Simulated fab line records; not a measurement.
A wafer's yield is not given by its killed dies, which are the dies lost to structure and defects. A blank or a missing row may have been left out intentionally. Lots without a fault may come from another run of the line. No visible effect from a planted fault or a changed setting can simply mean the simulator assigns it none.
Lot-split experiment || flow n5-finfet || route with 1938 steps; 7 lots, 21 wafers read

## SPLIT DETAILS
At N5_MIM_BOT_ETCH_ETCH_04 (etches SiNx in CF4/O2, target depth 26 nm, time 13 s), the setting time-s was moved away from the recipe's 13 s on 8 of the 21 wafers read, by -18.2% to +20.5%. All remaining wafers had this setting at the recipe value.

The reading comes from the split's own step.

## THE READING
etch.depth-nm (the simulator's own value, which no gauge read), in nm, at N5_MIM_BOT_ETCH_ETCH_04 (etches SiNx in CF4/O2, target depth 26 nm, time 13 s). No usual value for it is given in the file. Here, 13 wafers ran the recipe; their average is 25.98 nm with a standard deviation of 0.47 nm.

{"wafer": "L078.1", "tool, chamber at the split": "rie-diel-05, 0", "time-s as run, s": 15.65, "against the recipe": "+20.4%", "etch.depth-nm, nm": 31.51, "against lot-mates on the recipe": "no lot-mate on the recipe"}
{"wafer": "L078.3", "tool, chamber at the split": "rie-diel-05, 1", "time-s as run, s": 15.65, "against the recipe": "+20.4%", "etch.depth-nm, nm": 30.76, "against lot-mates on the recipe": "no lot-mate on the recipe"}
{"wafer": "L078.6", "tool, chamber at the split": "rie-diel-05, 3", "time-s as run, s": 15.65, "against the recipe": "+20.4%", "etch.depth-nm, nm": 31.3, "against lot-mates on the recipe": "no lot-mate on the recipe"}
{"wafer": "L083.1", "tool, chamber at the split": "rie-diel-02, 2", "time-s as run, s": 13, "against the recipe": "recipe", "etch.depth-nm, nm": 25.68, "against lot-mates on the recipe": "-"}
{"wafer": "L083.2", "tool, chamber at the split": "rie-diel-02, 0", "time-s as run, s": 13, "against the recipe": "recipe", "etch.depth-nm, nm": 25.56, "against lot-mates on the recipe": "-"}
{"wafer": "L083.6", "tool, chamber at the split": "rie-diel-02, 2", "time-s as run, s": 13, "against the recipe": "recipe", "etch.depth-nm, nm": 25.51, "against lot-mates on the recipe": "-"}
{"wafer": "L088.4", "tool, chamber at the split": "rie-diel-05, 2", "time-s as run, s": 13, "against the recipe": "recipe", "etch.depth-nm, nm": 26.34, "against lot-mates on the recipe": "-"}
{"wafer": "L088.5", "tool, chamber at the split": "rie-diel-05, 0", "time-s as run, s": 10.64, "against the recipe": "-18.2%", "etch.depth-nm, nm": 21.36, "against lot-mates on the recipe": -4.98}
{"wafer": "L088.6", "tool, chamber at the split": "rie-diel-05, 3", "time-s as run, s": 10.64, "against the recipe": "-18.2%", "etch.depth-nm, nm": 22.03, "against lot-mates on the recipe": -4.31}
{"wafer": "L089.1", "tool, chamber at the split": "rie-diel-03, 0", "time-s as run, s": 13, "against the recipe": "recipe", "etch.depth-nm, nm": 25.67, "against lot-mates on the recipe": "-"}
{"wafer": "L089.3", "tool, chamber at the split": "rie-diel-03, 1", "time-s as run, s": 15.67, "against the recipe": "+20.5%", "etch.depth-nm, nm": 30.88, "against lot-mates on the recipe": "+5.20"}
{"wafer": "L089.5", "tool, chamber at the split": "rie-diel-03, 0", "time-s as run, s": 13, "against the recipe": "recipe", "etch.depth-nm, nm": 25.68, "against lot-mates on the recipe": "-"}
{"wafer": "L093.1", "tool, chamber at the split": "rie-diel-02, 1", "time-s as run, s": 13, "against the recipe": "recipe", "etch.depth-nm, nm": 25.7, "against lot-mates on the recipe": "-"}
{"wafer": "L093.3", "tool, chamber at the split": "rie-diel-02, 3", "time-s as run, s": 13, "against the recipe": "recipe", "etch.depth-nm, nm": 26.41, "against lot-mates on the recipe": "-"}
{"wafer": "L093.6", "tool, chamber at the split": "rie-diel-02, 0", "time-s as run, s": 13, "against the recipe": "recipe", "etch.depth-nm, nm": 26.68, "against lot-mates on the recipe": "-"}
{"wafer": "L094.1", "tool, chamber at the split": "rie-diel-05, 1", "time-s as run, s": 13, "against the recipe": "recipe", "etch.depth-nm, nm": 25.77, "against lot-mates on the recipe": "-"}
{"wafer": "L094.2", "tool, chamber at the split": "rie-diel-05, 2", "time-s as run, s": 13, "against the recipe": "recipe", "etch.depth-nm, nm": 26.45, "against lot-mates on the recipe": "-"}
{"wafer": "L094.5", "tool, chamber at the split": "rie-diel-05, 3", "time-s as run, s": 13, "against the recipe": "recipe", "etch.depth-nm, nm": 26.83, "against lot-mates on the recipe": "-"}
{"wafer": "L096.1", "tool, chamber at the split": "rie-diel-05, 3", "time-s as run, s": 14.58, "against the recipe": "+12.2%", "etch.depth-nm, nm": 29.69, "against lot-mates on the recipe": "+4.28"}
{"wafer": "L096.2", "tool, chamber at the split": "rie-diel-05, 1", "time-s as run, s": 13, "against the recipe": "recipe", "etch.depth-nm, nm": 25.41, "against lot-mates on the recipe": "-"}
{"wafer": "L096.5", "tool, chamber at the split": "rie-diel-05, 1", "time-s as run, s": 14.58, "against the recipe": "+12.2%", "etch.depth-nm, nm": 28.62, "against lot-mates on the recipe": "+3.21"}

THE FIT
A straight line over all 21 wafers: etch.depth-nm changes by +0.247 nm for each +1% of time-s; r = +0.99; the points scatter about the line by 0.47 nm.
The same after taking each lot's own level away (the mean of its wafers on the recipe; 18 wafers): +0.266 nm for each +1%; r = +0.99; scatter 0.39 nm.
Per that fit: largest time-s move, reading shift of 5.5 nm.
The lots' own levels span 25.410 to 26.350 nm, that is 2.0 times the standard deviation above.
Hence the lot-to-lot level has little effect on the slope; both slopes agree.
Check: with one of the wafers moved furthest among these (+20.5%) left out of the fit, the line predicts +5.7 nm for it against its lot-mates. It came out at +5.2 nm against them.

## OTHER SPLITS ON THESE WAFERS
Note: prior to the reading, these wafers also went through further splits. Each is held against what the fit with the lots' levels taken away leaves over:
{"other split on the same wafers": "N5_MIM_BOT_LITHO_DEVELOP_07 develop-time-s", "wafers away from the commonest value": 6, "r with etch.depth-nm (lot level and that fit taken away)": "+0.05"}

## FILE'S OWN FIT
etch.depth-nm changes by +0.263 nm for each +1% of time-s, r = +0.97.
